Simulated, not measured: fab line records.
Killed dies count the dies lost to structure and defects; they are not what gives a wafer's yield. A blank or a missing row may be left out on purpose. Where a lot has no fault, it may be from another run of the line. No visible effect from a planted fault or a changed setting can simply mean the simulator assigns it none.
What tool caused it? | flow nandHarc | 12 lots, 36 wafers sampled, at 5 steps of a route of 1159

## WHAT THE GAUGES SHOWED, per wafer
NHARC_A_BONDPAD_CD_MEAS_09: the cd target is 500 nm. Usual: cdNm 499.9 nm, standard deviation 1.2.
lot  | measured     | on       | cdNm (nm)         | flag
L703 | day 18 03:35 | cdSem-03 | 499.0 499.7 499.8 | 
L705 | day 18 05:47 | cdSem-02 | 498.4 501.2 500.9 | 
L706 | day 19 05:59 | cdSem-02 | 499.6 498.8 499.2 | 
L707 | day 19 20:28 | cdSem-03 | 499.3 497.5 498.6 | 
L708 | day 19 21:10 | cdSem-01 | 500.6 499.8 498.1 | 
L709 | day 20 04:17 | cdSem-01 | 499.3 500.3 500.4 | 
L710 | day 20 04:41 | cdSem-02 | 500.1 499.4 500.0 | 
L713 | day 20 22:22 | cdSem-01 | 497.1 499.7 499.0 | 
L714 | day 20 22:51 | cdSem-02 | 500.2 499.5 502.1 | 
L715 | day 21 12:40 | cdSem-03 | 500.5 502.1 501.6 | 
L724 | day 23 11:40 | cdSem-01 | 500.2 498.9 498.7 | 
L723 | day 23 16:02 | cdSem-03 | 499.8 499.7 499.4 | 

NHARC_END_SORT_01. Usual: defectLimitedYield 95.1 %, standard deviation 1.6; killedAtArray 29, standard deviation 11; killedAtOther 0.6, standard deviation 0.92; killedAtPeriphery 3.2, standard deviation 2; killedDies 33, standard deviation 11; killedOpen 3.2, standard deviation 2; killedShort 1.9, standard deviation 1.5; sort_bin_2_pct 1.6 %, standard deviation 0.67; sort_bin_3_pct 0.26 %, standard deviation 0.22; sort_bin_4_pct 3.1 %, standard deviation 1.1; sortNPass 644, standard deviation 11; sortRimYieldPct 96.3 %, standard deviation 2.5; sortYieldPct 95.1 %, standard deviation 1.6.
lot  | measured     | on        | defectLimitedYield (%) | killedAtArray | killedAtOther | killedAtPeriphery | killedDies | killedOpen | killedShort | sort_bin_2_pct (%) | sort_bin_3_pct (%) | sort_bin_4_pct (%) | sortNPass   | sortRimYieldPct (%) | sortYieldPct (%) | flag
L703 | day 20 04:15 | prober-02 | 96.9 96.2 96.8         | 19 23 22      | 0 0 0         | 2 3 0             | 21 26 22   | 1 3 4      | 1 1 3       | 0.9 0.7 1.2        | 0 0 0.15           | 2.2 3.1 1.9        | 656 651 655 | 97.2 99.1 99.1      | 96.9 96.2 96.8   | 
L705 | day 19 23:21 | prober-01 | 95.9 96.9 96.6         | 25 19 23      | 2 0 0         | 1 2 0             | 28 21 23   | 4 5 2      | 1 2 2       | 1.5 0.7 1.0        | 0.44 0.15 0.15     | 2.2 2.2 2.2        | 649 656 654 | 97.2 99.1 97.2      | 95.9 96.9 96.6   | 
L706 | day 20 14:37 | prober-01 | 94.4 94.7 94.7         | 35 34 32      | 1 1 1         | 2 1 3             | 38 36 36   | 3 0 1      | 4 0 4       | 2.2 2.1 1.3        | 0 0.30 0.59        | 3.4 3.0 3.4        | 639 641 641 | 93.4 98.1 98.1      | 94.4 94.7 94.7   | 
L707 | day 21 04:48 | prober-01 | 94.5 93.5 94.5         | 31 38 30      | 1 1 3         | 5 5 4             | 37 44 37   | 1 0 3      | 2 1 4       | 0.9 2.8 1.6        | 0.30 0.15 0.44     | 4.3 3.5 3.4        | 640 633 640 | 96.2 96.2 99.1      | 94.5 93.5 94.5   | 
L708 | day 21 07:18 | prober-02 | 97.8 96.8 97.0         | 12 12 17      | 2 6 0         | 1 4 3             | 15 22 20   | 0 4 8      | 3 2 3       | 1.0 1.5 0.6        | 0 0.15 0.15        | 1.2 1.6 2.2        | 662 655 657 | 99.1 96.2 98.1      | 97.8 96.8 97.0   | 
L709 | day 21 14:29 | prober-01 | 92.3 90.5 93.2         | 46 58 43      | 1 2 0         | 5 4 3             | 52 64 46   | 4 10 5     | 4 3 1       | 2.8 2.8 2.2        | 0.44 0.30 0.44     | 4.4 6.4 4.1        | 625 613 631 | 94.3 98.1 99.1      | 92.3 90.5 93.2   | 
L710 | day 21 13:43 | prober-02 | 97.0 96.6 98.1         | 17 21 9       | 0 1 0         | 3 1 4             | 20 23 13   | 2 4 0      | 4 3 3       | 0.7 0.7 1.2        | 0.30 0.59 0        | 1.9 2.1 0.7        | 657 654 664 | 97.2 98.1 97.2      | 97.0 96.6 98.1   | 
L713 | day 22 06:48 | prober-02 | 95.4 96.0 95.3         | 26 25 28      | 0 0 0         | 5 2 4             | 31 27 32   | 6 1 1      | 1 3 1       | 1.3 0.9 1.3        | 0.15 0.15 0.44     | 3.1 3.0 3.0        | 646 650 645 | 94.3 95.3 94.3      | 95.4 96.0 95.3   | 
L714 | day 22 07:37 | prober-01 | 92.5 93.1 94.7         | 45 45 35      | 0 0 0         | 6 2 1             | 51 47 36   | 4 2 7      | 1 3 1       | 2.7 2.8 1.3        | 0.30 0.30 0.30     | 4.6 3.8 3.7        | 626 630 641 | 93.4 97.2 97.2      | 92.5 93.1 94.7   | 
L715 | day 22 23:06 | prober-01 | 97.6 97.0 98.2         | 13 18 11      | 0 1 1         | 3 1 0             | 16 20 12   | 5 6 4      | 2 2 0       | 0.7 1.0 0.6        | 0 0.15 0           | 1.6 1.8 1.2        | 661 657 665 | 99.1 97.2 98.1      | 97.6 97.0 98.2   | 
L724 | day 25 03:11 | prober-02 | 94.5 91.4 92.2         | 32 52 47      | 0 0 0         | 5 6 6             | 37 58 53   | 0 3 2      | 1 5 1       | 1.2 1.9 2.1        | 0.44 0.44 0.44     | 3.8 6.2 5.3        | 640 619 624 | 96.2 87.7 97.2      | 94.5 91.4 92.2   | 
L723 | day 25 03:21 | prober-01 | 94.5 93.6 95.4         | 33 41 28      | 1 1 1         | 3 1 2             | 37 43 31   | 5 5 2      | 4 0 4       | 2.4 2.7 1.6        | 0.15 0 0.44        | 3.0 3.7 2.5        | 640 634 646 | 94.3 96.2 90.6      | 94.5 93.6 95.4   | 

## WHAT TOOL EACH LOT RAN ON (gives the tool, then ch and the chambers of the sampled wafers, and finally the start)
lot  | NHARC_A_BONDPAD_CMP_29        | NHARC_A_BONDPAD_ETCH_12           | NHARC_A_BONDPAD_PVD_17
L703 | cmp-03 ch 0,1,3, day 18 02:53 | rieDiel-02 ch 0,1,3, day 18 03:59 | pvdSputter-03, day 20 04:15 or earlier
L705 | cmp-03 ch 1,2, day 18 05:05   | rieDiel-06 ch 0,1, day 18 06:11   | pvdSputter-03, day 19 23:21 or earlier
L706 | cmp-01 ch 0,1,3, day 19 05:10 | rieDiel-06 ch 1,2,3, day 19 06:22 | pvdSputter-03, day 20 14:37 or earlier
L707 | cmp-04 ch 0,1,3, day 19 19:43 | rieDiel-11 ch 0,2,3, day 19 20:52 | pvdSputter-03, day 21 04:48 or earlier
L708 | cmp-04 ch 0,1,2, day 19 20:25 | rieDiel-02 ch 0,1,2, day 19 21:34 | pvdSputter-01, day 21 07:18 or earlier
L709 | cmp-04 ch 1,2,3, day 20 03:35 | rieDiel-06 ch 1,2, day 20 04:41   | pvdSputter-02, day 21 14:29 or earlier
L710 | cmp-04 ch 0,2,3, day 20 04:02 | rieDiel-02 ch 1,2,3, day 20 05:15 | pvdSputter-01, day 21 13:43 or earlier
L713 | cmp-03 ch 0,1, day 20 21:29   | rieDiel-02 ch 1,2,3, day 20 23:09 | pvdSputter-03, day 22 06:48 or earlier
L714 | cmp-04 ch 0,2, day 20 22:01   | rieDiel-11 ch 0,1,3, day 20 23:14 | pvdSputter-02, day 22 07:37 or earlier
L715 | cmp-04 ch 1,2,3, day 21 12:01 | rieDiel-06 ch 1,2, day 21 13:05   | pvdSputter-02, day 22 23:06 or earlier
L724 | cmp-01 ch 0,2, day 23 10:52   | rieDiel-02 ch 0,1,3, day 23 12:03 | pvdSputter-01, day 25 03:11 or earlier
L723 | cmp-01 ch 0,1,3, day 23 15:21 | rieDiel-02 ch 0,1,3, day 23 16:32 | pvdSputter-02, day 25 03:21 or earlier
- NHARC_A_BONDPAD_CMP_29: polishes SiCN, target thk 200 nm.
- NHARC_A_BONDPAD_ETCH_12: etches the open film in CHF3/O2, target depth 220 nm, time 110 s.
- NHARC_A_BONDPAD_PVD_17: deposits TaN, target thk 5 nm, time 8.06 s.

## WHAT THE TOOLS THEMSELVES READ (means of the sampled wafers that have a number; where no wafer has one, the mark that the record gives instead)
NHARC_A_BONDPAD_CMP_29. Usual: motorCurrentA 12.1 A, standard deviation 1.3; slurryFilterDpKPa 13.49 kPa, standard deviation 0.14.
lot  | tool   | motorCurrentA (A) | slurryFilterDpKPa (kPa) | flag
L703 | cmp-03 | 11.6              | 13.39                   | 
L705 | cmp-03 | 13.3              | 13.63                   | 
L706 | cmp-01 | 11.8              | 13.54                   | 
L707 | cmp-04 | 12.0              | 13.58                   | 
L708 | cmp-04 | 13.1              | 13.44                   | 
L709 | cmp-04 | 12.2              | 13.47                   | 
L710 | cmp-04 | 12.5              | 13.54                   | 
L713 | cmp-03 | 11.0              | 13.48                   | 
L714 | cmp-04 | 14.2              | 13.47                   | 
L715 | cmp-04 | 12.2              | 13.52                   | 
L724 | cmp-01 | 11.2              | 13.49                   | 
L723 | cmp-01 | 12.2              | 13.44                   | 

NHARC_A_BONDPAD_ETCH_12. Usual: drypumpMotorCurrentA 5.8 A, standard deviation 0.5; oesProductAu 0.938 a.u., standard deviation 0.022; rfFwdPowerW 497.2 W, standard deviation 1.7; rfVppV 372.0 V, standard deviation 2.2; runLengthS 131.3 s, standard deviation 0.37; showerheadPlenumPTorr 2.46 Torr, standard deviation 0.093; throttleValvePct 20.571 %, standard deviation 0.01.
lot  | tool       | drypumpMotorCurrentA (A) | oesProductAu (a.u.) | rfFwdPowerW (W) | rfVppV (V) | runLengthS (s) | showerheadPlenumPTorr (Torr) | throttleValvePct (%) | flag
L703 | rieDiel-02 | 5.7                      | 0.922               | 497.8           | 371.4      | 131.4          | 2.49                         | 20.572               | 
L705 | rieDiel-06 | 6.1                      | 0.942               | 498.1           | 373.5      | 131.5          | 2.53                         | 20.585               | 
L706 | rieDiel-06 | 6.2                      | 0.964               | 496.5           | 372.9      | 131.2          | 2.49                         | 20.580               | 
L707 | rieDiel-11 | 5.3                      | 0.925               | 497.8           | 373.9      | 131.1          | 2.54                         | 20.580               | 
L708 | rieDiel-02 | 5.6                      | 0.919               | 496.5           | 370.8      | 131.1          | 2.40                         | 20.567               | 
L709 | rieDiel-06 | 6.4                      | 0.964               | 496.4           | 372.5      | 131.4          | 2.49                         | 20.564               | 
L710 | rieDiel-02 | 5.4                      | 0.922               | 497.1           | 369.9      | 131.6          | 2.39                         | 20.572               | 
L713 | rieDiel-02 | 5.4                      | 0.915               | 497.5           | 369.7      | 131.5          | 2.39                         | 20.574               | 
L714 | rieDiel-11 | 5.8                      | 0.925               | 498.5           | 372.3      | 131.1          | 2.46                         | 20.558               | 
L715 | rieDiel-06 | 6.2                      | 0.957               | 498.2           | 371.6      | 131.0          | 2.46                         | 20.570               | 
L724 | rieDiel-02 | 5.7                      | 0.923               | 496.0           | 372.3      | 130.0          | 2.48                         | 20.566               | OFF
L723 | rieDiel-02 | 5.7                      | 0.922               | 494.7           | 372.8      | 128.7          | 2.48                         | 20.570               | OFF

NHARC_A_BONDPAD_PVD_17. Usual: substrateTempC 50.01 C, standard deviation 0.11; throttleValvePct 30.5 %, standard deviation 0.93.
lot  | tool          | substrateTempC (C) | throttleValvePct (%) | flag
L703 | pvdSputter-03 | 49.99              | 30.9                 | 
L705 | pvdSputter-03 | 50.08              | 30.6                 | 
L706 | pvdSputter-03 | 49.99              | 31.1                 | 
L707 | pvdSputter-03 | 50.06              | 30.6                 | 
L708 | pvdSputter-01 | 50.05              | 29.3                 | 
L709 | pvdSputter-02 | 50.03              | 30.4                 | 
L710 | pvdSputter-01 | 49.90              | 30.2                 | 
L713 | pvdSputter-03 | 50.06              | 30.8                 | 
L714 | pvdSputter-02 | 49.90              | 29.8                 | 
L715 | pvdSputter-02 | 50.01              | 29.1                 | 
L724 | pvdSputter-01 | 50.02              | 30.4                 | 
L723 | pvdSputter-02 | 50.07              | 29.8                 | 

## THE ANSWER, worked out from the rows above alone
Rule: lot off if the mean of its wafers having a number is beyond 3 standard deviations from the usual mean. Also off: a lot with no number at a reading for which 4 or more lots have one. The other lots that the step has rows for count as sound. The gauges are gone through in route order, then the tools' own readings, and for those a lot's mean is taken as printed above. The first step at which some lot is off is used, and at that step the reading that is off furthest; a lot without a number counts as furthest.
Off, at NHARC_A_BONDPAD_ETCH_12 on runLengthS: L724, L723.
If a tool, at that step or one of the process steps before it, ran each lot that is off and ran no sound lot following the first of them, it fits. 2 tools fit, cmp-01 at NHARC_A_BONDPAD_CMP_29 and rieDiel-02 at NHARC_A_BONDPAD_ETCH_12, so this cannot tell which one it is.

## WHAT THE SIMULATOR HAD INSERTED
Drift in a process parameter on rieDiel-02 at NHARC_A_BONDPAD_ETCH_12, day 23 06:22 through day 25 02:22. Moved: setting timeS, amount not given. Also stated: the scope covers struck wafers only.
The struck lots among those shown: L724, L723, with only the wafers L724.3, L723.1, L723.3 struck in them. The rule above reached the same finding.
